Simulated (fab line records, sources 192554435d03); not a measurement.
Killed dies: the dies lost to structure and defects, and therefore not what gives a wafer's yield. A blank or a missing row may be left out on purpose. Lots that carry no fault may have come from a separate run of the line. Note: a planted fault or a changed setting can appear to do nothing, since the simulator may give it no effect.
A lot that was struck, set against a sound lot | flow n5-finfet | 16 steps out of a route of 1938
Sound: wafers L112.1, L112.2, L112.6. The struck wafers were L104.2, L104.4. The cause is given at the end.
Each step with rows lists, per side, the tool, then ch with its chambers, then its first start. Under that, the readings that differ: sound wafers | struck wafers | difference of the means | sigmas: that difference in standard deviations of wafers without a fault.
alike: same words and numbers on both sides, and readings whose means sit less than 2 such deviations apart. not compared: any withheld reading, any reading some wafer has no value for, any bound like >300 that may hide the same value, and any number with overlapping values for which the record gives no deviation.
A row with sigmas, a row that says differs or no value, or rows on one side alone: a step with any of these is where the two part. When numbers do not overlap yet have no deviation, they are printed without sigmas and do not part them. A reading missing from all wafers of one side parts the sides only when that side holds two or more wafers.

first, 8 steps without rows for these wafers: N5_SDB_COAT_03 (time 60 s, resist thk 100 nm); N5_SDB_COAT_04 (time 60 s, resist thk 18 nm); N5_SDB_COAT_05 (resist thk 90 nm); N5_SDB_EBR_07; N5_SDB_SOFTBAKE_06 (time 60 s); N5_SDB_EXPOSE_08 (exposes mask SDB); N5_SDB_PEB_09 (peb time 60 s); N5_SDB_DEVELOP_10 (develop time 30 s).
N5_SDB_CD_MEAS_11: target cd 50 nm.
  sound on cd-sem-03 ch 0, day 8 00:40; struck on cd-sem-01 ch 0, day 6 04:40
  alike: cd-nm
N5_SDB_OVL_MEAS_12:
  sound on overlay-02 ch 0, day 8 00:42; struck on overlay-01 ch 0, day 6 04:41
  alike: SDB_OVL
N5_SDB_INSPECT_13: inspects for defects (brightfield).
  struck on defect-inspect-02, day 6 04:43; sound on defect-inspect-01, day 8 00:43
  alike: raw-defect-count
N5_SDB_DESCUM_16: chemistry O2, time 7.9 s.
  sound on rie-diel-05 ch 0,1,2, day 8 00:45; struck on rie-diel-02 ch 0,2, day 6 04:45
  alike: bias-power-w, drypump-motor-current-A, oes-product-au, rf-vpp-V, showerhead-plenum-p-Torr, throttle-valve-pct
  not compared: rf-hours-counter-h
N5_SDB_ETCH_17: etches SiARC in CF4, target depth 23.4 nm, time 39 s.
  sound on rie-diel-05 ch 0,1,2, day 8 00:47; struck on rie-diel-02 ch 0,2, day 6 04:47
  reading               | sound          | struck    | difference | sigmas
  etch-rf-on-time-s (s) | 38.2 38.6 39.3 | 44.2 45.4 | +6.1       | +12
  alike: drypump-motor-current-A, oes-product-au, rf-vpp-V, showerhead-plenum-p-Torr, throttle-valve-pct
  not compared: rf-hours-counter-h
N5_SDB_ETCH_18: etches SOC in N2/H2, target depth 100 nm, overetch 20 nm, time 150 s.
  sound on rie-diel-05 ch 0,1,2, day 8 00:50; struck on rie-diel-02 ch 0,2, day 6 04:49
  alike: drypump-motor-current-A, oes-product-au, rf-vpp-V, showerhead-plenum-p-Torr, throttle-valve-pct
  not compared: rf-hours-counter-h
-- the record jumps here: 6 days lie between the struck wafers' starts before and after (it left off in module SDB and takes up again in module BEOL_M4, whose first step shown is number 1111 of the route) --
N5_BEOL_M4_RC_MEAS_101:
  sound on prober-01 ch 0, day 13 14:28; struck on prober-02 ch 0, day 12 03:14
  alike: DIBL_N, DIBL_P, IOFF_N, IOFF_P, ION_N, ION_P, SS_N, SS_P, VT_N, VT_P
-- record jumps: 4 days separate the struck wafers' starts on either side; left off in module BEOL_M4, taken up again in module PASSIVATION, whose first shown step is the route's number 1936 --
N5_PASSIVATION_PROBE_49:
  struck on prober-02, day 16 14:56; sound on prober-02, day 18 01:28
  alike: defect-limited-yield, killed_at_M0_to_M3, killed_at_M4_up, killed-at-contacts, killed-at-front-end, killed-at-other, killed-dies, killed-on-rim, killed-open, killed-short, sort_bin_5_function, sort_bin_6_memory, sort-n-pass, sort-yield-pct

== WHERE THEY PART ==
Within this record, at N5_SDB_ETCH_17 only. Later steps at which nothing parts them and some readings are alike: N5_SDB_ETCH_18, N5_BEOL_M4_RC_MEAS_101, N5_PASSIVATION_PROBE_49.

WHY: whatever the simulator had introduced
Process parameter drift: rie-diel-02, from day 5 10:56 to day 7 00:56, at N5_SDB_ETCH_17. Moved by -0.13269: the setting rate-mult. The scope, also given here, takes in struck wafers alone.
